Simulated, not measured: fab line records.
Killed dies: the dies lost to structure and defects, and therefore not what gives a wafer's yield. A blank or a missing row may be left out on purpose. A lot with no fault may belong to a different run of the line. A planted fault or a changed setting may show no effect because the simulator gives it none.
fab line records	flow n5-finfet
record lots=4	wafers=12	last-day=19
route steps=1938 shown DUMMY_GATE@248 SPACER0@258 SD_EPI_N@262 SD_EPI_P@329 BEOL_M4@1111 PASSIVATION@1936
lots untouched by any fault: they come from a run of this same line in which no faults occurred
start-h: hours from the record's first day to the start of the lot's first wafer shown	wait-h: time in hours since the lot's previous step	" same as the row above	L1.1+2: a row that stands for several wafers	- no value, or no start given	* or withheld: withheld	< > ~ a bound
route shown NAME@n: names a module that has steps shown in the file, with the first one's number in the route	usual: mean/standard deviation taken from wafers without a fault	same: alike in all rows	chamber/n: place in a boat	sites: readings site by site	_std_site: the standard deviation of these	_edge_site: outer sites' mean less inner sites'	radius-mm: for every site, how far away it sits from the centre of the wafer	mask NAME#n: copy n	behind: tool/chamber where the wafer was last shaped	hold: reason for holding the lot/hours on hold/outcome of the hold	device: whichever transistor did not switch (one of n, p or np)	end of line: the tests these same wafers got at the end of their route	for a step that has no rows: nothing shown but its recipe	killed: at the first sort, the dies lost to defects and structure; wafer yield is something else	map: a wafer's dies, marking killed ones x, the rest . and places with no die _
set.NAME: the run value of the setting; set.NAME@STEP: its run value at that earlier step	model.NAME: the simulator's own value behind a step, which no gauge read
certain route steps with their lots: each step a table, each wafer a row
services: when a tool's chamber went out of use (start-h, in hours from the record's first day, below 0 if earlier), for how many hours, and the reason
## steps
# step N5_DUMMY_GATE_ETCH_44
# recipe chemistry=HBr/O2	over-etch-frac=0.7	target-depth-a=1275	stop-on=SiO2	ion-energy-ev=60	bias-w=20	target=poly-Si	mask-material=SiO2	pressure-mtorr=20	icp-w=400	HBr_flow_sccm=120	O2_flow_sccm=10
# step N5_DUMMY_GATE_ETCH_42
# recipe chemistry=CHF3/O2	target=SiO2	target-depth-a=35	time-s=31	ion-energy-ev=30	bias-w=12	pressure-mtorr=30	source-w=600	Ar_flow_sccm=200	CHF3_flow_sccm=50	O2_flow_sccm=5
# step N5_DUMMY_GATE_STRIP_48
# recipe chemistry=N2/H2	time-s=20	power-w=100	temp-c=40	pressure-mtorr=100	rf-frequency-hz=6e+07	bias-power-w=3	n2-flow-sccm=300	h2-flow-sccm=300
# step N5_DUMMY_GATE_PRECLEAN_33
# recipe chemistry=dHF	time-s=10	dilution=750:1	temp-c=25
# step N5_DUMMY_GATE_PRECLEAN_25
# recipe chemistry=O3/DIW	time-s=45	temp-c=22	o3-ppm=10
# step N5_DUMMY_GATE_PRECLEAN_51
# recipe chemistry=SC2	time-s=45	temp-c=35	mix=1:1:50
# step N5_DUMMY_GATE_SRD_26
# recipe dry=ipa-marangoni	time-s=30	temp-c=23	rinse-liquid=diw
# step N5_DUMMY_GATE_UV_OZONE_45
# recipe time-s=120	pressure-torr=760	temp-c=25
# step N5_SPACER0_ALD_07
# recipe material=SiNx	target-thk-a=20	temp-c=400	ald-precursor-family=SiH2I2	ald-co-reactant=N2/H2-plasma	pressure-torr=2
# step N5_SPACER0_ALD_00
# recipe material=SiOCN	target-thk-a=35	temp-c=400	ald-precursor-family=alkyl-aminosilane	ald-co-reactant=O2/N2-plasma	pulse-time-s=3	purge-time-s=2	co-reactant-purge-time-s=2	ald-cycles=58	pressure-torr=2
# step N5_SPACER0_ALD_08
# recipe material=SiNx	target-thk-a=20	temp-c=400	ald-precursor-family=SiH2I2	ald-co-reactant=N2/H2-plasma	pressure-torr=2
# usual heater-power-w=844/87	susceptor-temp-C=400.01/0.23
lot.wafer	tool	chamber	start-h	wait-h	heater-power-w	susceptor-temp-C
L953.2	ald-sin-02	0	103.86	0.1	766	399.83
L953.3	"	1	"	"	1003	399.91
L953.5	"	2	"	"	986	400.09
L956.4	ald-sin-02	1	127.30	0.1	998	400.30
L956.5	"	0	"	"	781	399.85
L956.6	"	3	"	"	861	399.79
L963.3	ald-sin-03	1	162.22	0.1	819	400.04
L963.4	"	0	"	"	783	399.55
L963.5	"	2	"	"	794	400.49
L966.3	ald-sin-02	0	183.32	0.1	749	400.10
L966.4	"	3	"	"	882	399.92
L966.5	"	0	"	"	753	400.06
# step N5_SPACER0_INSPECT_04
# recipe inspect-instrument=darkfield	mode=post-dep
# usual raw-defect-count=129/29
lot.wafer	tool	chamber	start-h	wait-h	raw-defect-count
L953.2	defect-inspect-02	-	104.02	0.1	872
L953.3	"	-	"	"	875
L953.5	"	-	"	"	917
L956.4	defect-inspect-02	-	127.40	0.0	860
L956.5	"	-	"	"	847
L956.6	"	-	"	"	808
L963.3	defect-inspect-01	-	162.38	0.1	124
L963.4	"	-	"	"	114
L963.5	"	-	"	"	101
L966.3	defect-inspect-01	-	183.48	0.1	153
L966.4	"	-	"	"	167
L966.5	"	-	"	"	158
# step N5_SD_EPI_N_COAT_32
# recipe resist=SOC	temp-c=250	time-s=60	spin-rpm=1500	resist-thk-nm=350
# step N5_SD_EPI_N_COAT_33
# recipe resist=SiARC	temp-c=220	time-s=60	spin-rpm=1500	resist-thk-nm=35
# step N5_SD_EPI_N_COAT_03
# recipe resist=CAR-ArF-block	spin-rpm=1500	resist-thk-nm=150
# step N5_SD_EPI_N_EBR_05
# recipe solvent=PGMEA	ebr-width-mm=1.5
# step N5_SD_EPI_N_SOFTBAKE_04
# recipe temp-c=110	time-s=60	resist=CAR-ArF-block
# step N5_SD_EPI_N_EXPOSE_06
# recipe mask-id=SD_N_BLK	na=1.35	source-shape=conventional	sigma-outer=0.8	polarization=unpolarized	target-cd-nm=120	dose-mj=39.75
# step N5_SD_EPI_N_PEB_07
# recipe peb-temp-c=110	peb-time-s=60	resist=CAR-ArF-block
# step N5_SD_EPI_N_DEVELOP_08
# recipe develop-time-s=30	developer=TMAH	resist=CAR-ArF-block	dev-temp-c=23	rinse-liquid=diw	dry=air-spin
# step N5_SD_EPI_N_INSPECT_11
# recipe mode=adi	inspect-instrument=macro
# usual raw-defect-count=2.1/1.3
lot.wafer	tool	chamber	start-h	wait-h	raw-defect-count
L953.2	defect-inspect-02	-	104.34	0.0	>300
L953.3	"	-	"	"	>300
L953.5	"	-	"	"	>300
L956.4	defect-inspect-01	-	127.72	0.0	>300
L956.5	"	-	"	"	>300
L956.6	"	-	"	"	>300
L963.3	defect-inspect-01	-	162.71	0.0	0
L963.4	"	-	"	"	2
L963.5	"	-	"	"	3
L966.3	defect-inspect-01	-	183.94	0.0	1
L966.4	"	-	"	"	2
L966.5	"	-	"	"	1
# step N5_SD_EPI_N_DESCUM_14
# recipe chemistry=O2	time-s=7.9	source-power-w=50	bias-power-w=20	pressure-mtorr=20	rf-frequency-hz=2.712e+07	temp-c=40	resist=CAR-ArF-block	o2-flow-sccm=225
# step N5_SD_EPI_N_ETCH_34
# recipe chemistry=CF4	target=SiARC	target-depth-a=455	mask-material=CAR-ArF-block	time-s=75.8	ion-energy-ev=80	pressure-mtorr=40	source-w=545	bias-w=36	Ar_flow_sccm=100	cf4-flow-sccm=100	ends=cleared
# step N5_SD_EPI_N_ETCH_35
# recipe chemistry=N2/H2	target=SOC	overetch-a=1080	mask-material=SiARC	temp-c=40	ion-energy-ev=100	source-w=3000	bias-w=133	pressure-mtorr=20	time-s=486	n2-flow-sccm=200	h2-flow-sccm=200
# step N5_SD_EPI_N_STRIP_36
# recipe chemistry=N2/H2	temp-c=40	n2-flow-sccm=200	h2-flow-sccm=200	rf-frequency-hz=6e+07
# step N5_SD_EPI_N_ETCHBACK_44
# recipe chemistry=CH3F/O2	mode=anisotropic-etchback	target=SiNx	target-depth-a=145	stop-on=SiO2	over-etch-frac=0.3	ion-energy-ev=120	pressure-mtorr=30	source-w=395	bias-w=73	Ar_flow_sccm=150	CH3F_flow_sccm=30	O2_flow_sccm=20
# step N5_SD_EPI_N_ETCH_45
# recipe chemistry=CH3F/O2	target=SiOCN	target-depth-a=60	mask-material=SOC	ion-energy-ev=60	bias-w=29	pressure-mtorr=15	source-w=410	Ar_flow_sccm=150	CH3F_flow_sccm=30	O2_flow_sccm=20
# step N5_SD_EPI_N_ETCH_16
# recipe chemistry=CHF3/O2	target=SiO2	target-depth-a=50	mask-material=SOC	pressure-mtorr=30	source-w=650	bias-w=170	Ar_flow_sccm=200	CHF3_flow_sccm=50	O2_flow_sccm=5	ion-energy-ev=200
# step N5_SD_EPI_N_STRIP_47
# recipe chemistry=CHF3/O2	resist=SiARC	rf-frequency-hz=6e+07
# step N5_SD_EPI_N_SD_RECESS_17
# recipe chemistry=HBr/Cl2/O2	target-depth-a=410	mask-material=SOC	time-s=23.7	bt-time-s=3	pressure-mtorr=10	icp-w=800	bias-w=112	HBr_flow_sccm=150	Cl2_flow_sccm=80	O2_flow_sccm=12
# step N5_SD_EPI_N_STRIP_38
# recipe chemistry=N2/H2	power-w=1000	temp-c=250	h2-frac=0.65	overash-fraction=0.3	pressure-mtorr=withheld	n2-flow-sccm=1750	h2-flow-sccm=3250
# step N5_SD_EPI_N_WET_ETCH_43
# recipe chemistry=dHF	dilution=withheld	time-s=14	target=SiO2	target-depth-a=15	temp-c=25
# step N5_SD_EPI_N_STRIP_18
# recipe chemistry=SPM	time-s=750	temp-c=130	h2so4-h2o2-vol-ratio=4
# step N5_SD_EPI_N_SRD_20
# recipe dry=ipa-marangoni	do-ppb=5	time-s=30	temp-c=23	rinse-liquid=diw
# step N5_SD_EPI_N_PRECLEAN_48
# recipe chemistry=NF3:NH3	afs-cycles=2	temp-c=30	time-s=20	sublimation-temp-c=180	sublimation-time-s=60	pressure-torr=3	rf-power-w=30
# step N5_SD_EPI_N_VAPOR_ETCH_50
# recipe chemistry=HCl	target=Si	temp-c=775	time-s=54	pressure-torr=20	mode=isotropic
# step N5_SD_EPI_N_EPI_21
# recipe material=Si:P	dopant=P	temp-c=680	pressure-torr=255	time-s=690
# step N5_SD_EPI_N_INSPECT_26
# recipe inspect-instrument=darkfield	mode=post-epi
# usual raw-defect-count=197/36
lot.wafer	tool	chamber	start-h	wait-h	raw-defect-count
L953.2	defect-inspect-02	-	109.59	0.1	915
L953.3	"	-	"	"	945
L953.5	"	-	"	"	995
L956.4	defect-inspect-01	-	131.75	0.1	977
L956.5	"	-	"	"	936
L956.6	"	-	"	"	863
L963.3	defect-inspect-02	-	167.34	0.1	284
L963.4	"	-	"	"	225
L963.5	"	-	"	"	198
L966.3	defect-inspect-02	-	188.12	0.1	231
L966.4	"	-	"	"	224
L966.5	"	-	"	"	208
# step N5_SD_EPI_P_INSPECT_26
# recipe inspect-instrument=darkfield	mode=post-epi
# usual raw-defect-count=170/35
lot.wafer	tool	chamber	start-h	wait-h	raw-defect-count
L953.2	defect-inspect-02	-	113.80	0.0	917
L953.3	"	-	"	"	930
L953.5	"	-	"	"	943
L956.4	defect-inspect-01	-	136.13	0.0	937
L956.5	"	-	"	"	908
L956.6	"	-	"	"	840
L963.3	defect-inspect-02	-	171.68	0.0	218
L963.4	"	-	"	"	154
L963.5	"	-	"	"	160
L966.3	defect-inspect-01	-	192.71	0.0	158
L966.4	"	-	"	"	192
L966.5	"	-	"	"	143
# step N5_BEOL_M4_RC_MEAS_101
# usual DIBL_N=36.4/1.9	DIBL_P=35.8/2.1	IOFF_N=0.158/0.029	IOFF_P=0.21/0.035	ION_N=676/14	ION_P=465/9.7	SS_N=71.5/0.66	SS_P=73.4/0.7	VT_N=249.8/3	VT_P=-250/3.3
lot.wafer	tool	chamber	start-h	wait-h	DIBL_N[mV/V]	DIBL_P[mV/V]	IOFF_N[nA/um]	IOFF_P[nA/um]	ION_N[uA/um]	ION_P[uA/um]	SS_N[mV/dec]	SS_P[mV/dec]	VT_N[mV]	VT_P[mV]
L953.2	prober-01	0	244.30	0.2	38.2	39.4	0.208	0.31	688	478	72.1	75.0	244.0	-241
L953.3	"	0	"	"	35.5	35.9	0.141	0.23	675	464	71.6	73.7	250.7	-246
L953.5	"	0	"	"	35.4	35.4	0.134	0.22	672	478	71.4	73.6	252.3	-247
L956.4	prober-02	0	277.38	0.5	35.3	34.5	0.131	0.16	649	447	70.8	72.5	250.8	-253
L956.5	"	0	"	"	34.2	33.2	0.114	0.14	667	451	70.3	72.1	252.9	-254
L956.6	"	0	"	"	39.3	40.4	0.196	0.23	667	460	72.1	74.7	249.1	-250
L963.3	prober-02	0	324.90	0.3	38.6	37.9	0.179	0.22	663	447	72.1	73.4	248.3	-255
L963.4	"	0	"	"	36.1	35.1	0.136	0.17	684	461	72.0	73.5	253.9	-259
L963.5	"	0	"	"	38.3	38.1	0.184	0.22	693	468	72.3	74.9	248.4	-251
L966.3	prober-02	0	335.27	0.3	35.2	35.4	0.131	0.19	658	457	71.8	72.9	253.3	-247
L966.4	"	0	"	"	37.7	38.9	0.171	0.24	683	468	71.9	73.7	248.1	-248
L966.5	"	0	"	"	38.3	38.9	0.191	0.24	697	476	72.5	74.6	246.9	-248
# step N5_PASSIVATION_PROBE_49
# usual defect-limited-yield=91.3/1.3	killed_at_M0_to_M3=34/9.1	killed_at_M4_up=14/5.6	killed-at-contacts=13/5.9	killed-at-front-end=39/11	killed-at-other=3.6/3	killed-dies=102/16	killed-on-rim=13/4	killed-open=68/12	killed-short=33/7.3	sort_bin_5_function=5.2/0.89	sort_bin_6_memory=3.2/0.68	sort-n-pass=1078/16	sort-yield-pct=91.3/1.3
# same gross-dies=1180	killed-at-back-side=0	sort_bin_4_leakage[%]=0	sort_bin_8_speed[%]=0
lot.wafer	tool	chamber	start-h	wait-h	defect-limited-yield[%]	killed_at_M0_to_M3	killed_at_M4_up	killed-at-contacts	killed-at-front-end	killed-at-other	killed-dies	killed-on-rim	killed-open	killed-short	sort_bin_5_function[%]	sort_bin_6_memory[%]	sort-n-pass	sort-yield-pct[%]
L953.2	prober-02	-	348.84	0.1	80.2	26	12	6	188	2	234	40	69	44	11.1	4.7	946	80.2
L953.3	prober-02	-	348.89	0.1	84.2	36	17	17	115	1	186	34	93	33	9.2	4.7	994	84.2
L953.5	prober-02	-	348.99	0.2	77.4	48	13	14	192	0	267	24	87	44	13.6	6.5	913	77.4
L956.4	prober-02	-	381.15	0.2	86.8	33	12	7	100	4	156	22	67	26	8.1	3.9	1024	86.8
L956.5	prober-02	-	381.20	0.2	82.9	33	19	6	139	5	202	26	60	26	10.7	3.4	978	82.9
L956.6	prober-02	-	381.25	0.3	84.7	25	9	8	134	4	180	30	52	32	9.2	3.4	1000	84.7
L963.3	prober-01	-	439.91	0.1	92.8	26	15	8	35	1	85	9	54	30	4.6	2.2	1095	92.8
L963.4	prober-01	-	439.96	0.2	89.3	28	12	17	61	8	126	11	68	49	5.2	4.8	1054	89.3
L963.5	prober-01	-	440.01	0.2	90.3	24	10	9	69	2	114	10	60	45	4.5	4.1	1066	90.3
L966.3	prober-01	-	451.04	0.1	90.6	43	16	16	34	2	111	16	70	39	5.3	3.3	1069	90.6
L966.4	prober-01	-	451.09	0.2	90.4	36	17	8	47	5	113	18	66	47	5.7	3.5	1067	90.4
L966.5	prober-01	-	451.14	0.2	90.7	46	14	9	35	6	110	11	73	33	5.5	3.6	1070	90.7
# killed by level:class
L953.2 SPACER0:unspecified=110 FIN_SAQP:geometric-particle:open=18 GATE_CUT:geometric-particle:short=16 FIN_SAQP:geometric-particle:short=11 HKMG_FIN:area-etch=11 STI_FIN_REVEAL:geometric-particle:open=10 BEOL_M0_SAQP:geometric-particle:open=9 BEOL_M2:geometric-particle:open=7
L953.3 SPACER0:unspecified=59 STI_FIN_REVEAL:geometric-particle:open=18 MOL_CONTACT_COAG:geometric-particle:open=15 BEOL_M2:geometric-particle:open=13 FIN_SAQP:geometric-particle:open=8 GATE_CUT:geometric-particle:short=8 BEOL_M4:geometric-particle:open=7 GATE_CUT:geometric-particle:open=6
L953.5 SPACER0:unspecified=136 FIN_SAQP:geometric-particle:open=16 FIN_SAQP:geometric-particle:short=16 MOL_CONTACT_COAG:geometric-particle:open=12 BEOL_M3:geometric-particle:open=11 BEOL_M1:geometric-particle:open=9 BEOL_M2:geometric-particle:open=8 BEOL_M0_SAQP:geometric-particle:open=6
L956.4 SPACER0:unspecified=62 STI_FIN_REVEAL:geometric-particle:open=14 BEOL_M2:geometric-particle:open=12 BEOL_M3:geometric-particle:open=7 MOL_CONTACT_COAG:geometric-particle:open=7 BEOL_M4:geometric-particle:open=6 BEOL_M3:geometric-particle:short=4 STI_FIN_REVEAL:geometric-particle:short=3
L956.5 SPACER0:unspecified=116 BEOL_M4:geometric-particle:open=13 BEOL_M3:geometric-particle:open=8 FIN_SAQP:geometric-particle:open=7 BEOL_M2:geometric-particle:open=7 BEOL_M0_SAQP:geometric-particle:open=6 FIN_SAQP:geometric-particle:short=5 GATE_CUT:geometric-particle:open=4
L956.6 SPACER0:unspecified=96 FIN_SAQP:geometric-particle:short=11 BEOL_M2:geometric-particle:open=8 BEOL_M3:geometric-particle:open=7 MOL_CONTACT_COAG:geometric-particle:open=6 DUMMY_GATE:geometric-particle:open=6 STI_FIN_REVEAL:geometric-particle:open=5 FIN_SAQP:geometric-particle:open=4
L963.3 FIN_SAQP:geometric-particle:short=10 BEOL_M5:geometric-particle:open=7 BEOL_M0_SAQP:geometric-particle:short=6 FIN_SAQP:geometric-particle:open=5 BEOL_M0_SAQP:geometric-particle:open=5 BEOL_M2:geometric-particle:open=5 BEOL_M3:geometric-particle:open=5 STI_FIN_REVEAL:geometric-particle:open=4
L963.4 FIN_SAQP:geometric-particle:short=19 FIN_SAQP:geometric-particle:open=13 BEOL_M0_SAQP:geometric-particle:short=11 MOL_CONTACT_COAG:geometric-particle:open=10 BEOL_M0_SAQP:geometric-particle:open=10 BEOL_M5:geometric-particle:open=6 STI_FIN_REVEAL:geometric-particle:open=5 DUMMY_GATE:geometric-particle:open=4
L963.5 FIN_SAQP:geometric-particle:short=26 FIN_SAQP:geometric-particle:open=17 HKMG_FIN:area-etch=8 BEOL_M2:geometric-particle:open=7 MOL_CONTACT_COAG:geometric-particle:short=5 STARTING-WAFER:geometric-particle:open=5 STI_FIN_REVEAL:geometric-particle:open=4 MOL_CONTACT_COAG:geometric-particle:open=4
L966.3 GATE_CUT:geometric-particle:short=11 MOL_CONTACT_COAG:geometric-particle:open=11 GATE_CUT:geometric-particle:open=10 BEOL_M0_SAQP:geometric-particle:short=10 BEOL_M2:geometric-particle:open=10 BEOL_M3:geometric-particle:open=10 BEOL_M5:geometric-particle:open=6 MOL_CONTACT_COAG:geometric-particle:short=5
L966.4 BEOL_M4:geometric-particle:open=9 BEOL_M0_SAQP:geometric-particle:short=8 STI_FIN_REVEAL:geometric-particle:open=8 GATE_CUT:geometric-particle:short=8 BEOL_M0_SAQP:geometric-particle:open=8 BEOL_M1:geometric-particle:open=7 DUMMY_GATE:geometric-particle:open=6 MOL_CONTACT_COAG:geometric-particle:open=6
L966.5 BEOL_M2:geometric-particle:open=11 DUMMY_GATE:geometric-particle:open=8 BEOL_M3:geometric-particle:open=8 MOL_CONTACT_COAG:geometric-particle:open=7 BEOL_M0_SAQP:geometric-particle:open=7 BEOL_M0_SAQP:geometric-particle:short=7 BEOL_M1:geometric-particle:open=7 BEOL_M4:geometric-particle:open=6
# map L953.5 (x killed, . not)
_________________............________________
______________.xx..............x_____________
___________...x....x....x..........__________
__________....................x..x.._________
________.........x.....x.............._______
_______...................x............______
______x..x..............x..............x_____
_____.xx...xx.x...x.....x................____
____x...xxxxx...x.........x.........x....x___
___...xxxxx.xxx....................x.......__
___x...xxxxxxx.xx........................x.__
__..xxxxxxxxxxxxxxx..xxxx........x..x......x_
__.xxxxxxxxxxxxxx.......xx.........xx......._
_x.xxxxxxxxxxxxxxxxx..x...x...x..............
_x..xxxxxxxxxxxxx.xx.xx.x.x..................
_...xxxxxxxxxxxxxxx....x.....................
_xx.x.xxxxxxxxxxx.x..x..............x......x.
_....xxxx.xxxxxx.xx.........x.....xx...x.....
_....x.x.xx.....xx........x.x.x.....xx.......
_...xx..x.xx.xxx......x......................
_.x....x....x..............................x.
__x.......x......x.x.x....x..x.x.x.....x...._
__.....x..........x.......x.x..x....x.....x._
___....x..........x.......x.x..............__
___x........x.....x........................__
____...x......x..xxx.x...x.......xx.......___
_____...x...x.x...x.....x..x.x...x......x____
______..x...x....x...........x.........x_____
_______..x.x.x.........................______
________...............x.............._______
__________.............x....x.x....._________
___________.....x......x...........__________
______________x..........x......_____________
_________________x....x......________________
# map L956.5 (x killed, . not)
_________________.....x.x....________________
______________.................._____________
___________..x....x..x............x__________
__________...x...........x.....x..xx_________
________..x................x..x.xxxxxx_______
_______.....x............x....xxxxxxxxx______
______....x.......x...........xxxxxxxxxx_____
_____..........x.x........x..xx.xxxxxxxxx____
____..............x..x.....xxxxxxxxxxxxxxx___
___....x...x..................xxxxxxxxxxxxx__
___...................x.....x.xxxxxxxxxxxxx__
__................x...x...x....xxxxxxxxxx..._
__.....................x....x.xxxxxxxxxx.xx._
_.....x........x......x..........xx.x.xxx....
_.......x..........................xx..x.....
_x..................xx.............xxx.......
_.......x.............x..x...................
_..............x..............x..............
_.....................................x......
_.x......x.x.............x..x..x.....x...x...
_....x.......................................
__................xx...............x........_
__x......x.x...x.....x...............x......_
___......x.......x..x...........x.x........__
___........x........................x......__
____......................................___
_____............x.....x..............x..____
______.........x......xx.....x...x......_____
_______x.....x.......x.................______
________...........x..x..x...x........_______
__________.........x..........x....._________
___________x...........x...........__________
______________x..........x......_____________
_________________............________________
## services
tool	chamber	start-h	hours	kind
ald-sin-02	2	121.53	6.1	repair
ald-sin-02	1	175.63	16.9	repair
ald-sin-03	3	177.57	7.6	repair
## key
first-sign step=N5_SPACER0_INSPECT_04	reading=raw-defect-count	direction=up	sigmas=25	usual=129	struck=863
effect step=N5_SD_EPI_N_INSPECT_11	reading=raw-defect-count	direction=up	sigmas=99+	usual=2.1	struck=>300
effect step=N5_SD_EPI_N_INSPECT_26	reading=raw-defect-count	direction=up	sigmas=21	usual=197	struck=938
effect step=N5_SD_EPI_P_INSPECT_26	reading=raw-defect-count	direction=up	sigmas=21	usual=170	struck=912
effect step=N5_PASSIVATION_PROBE_49	reading=killed-at-front-end	direction=up	sigmas=9.3	usual=39	struck=145
more-kills-born-at N5_SPACER0_ALD_08@ald-sin-02=579
met-at N5_SPACER0_ALD_08
struck-wafers L953.2,L953.3,L953.5,L956.4,L956.5,L956.6
baseline-loss step=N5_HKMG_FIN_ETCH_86	wafers=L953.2
fault kind=chamber-particle-source	tool=ald-sin-02	chamber=-	onset-h=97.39	steps=N5_SPACER0_ALD_08	rate-per-visit-cm2=1.1362	end-h=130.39
# baseline-loss: these wafers lose ten dies or more at that step, a loss of the line's own and not of a fault; the sort's usual values leave them out
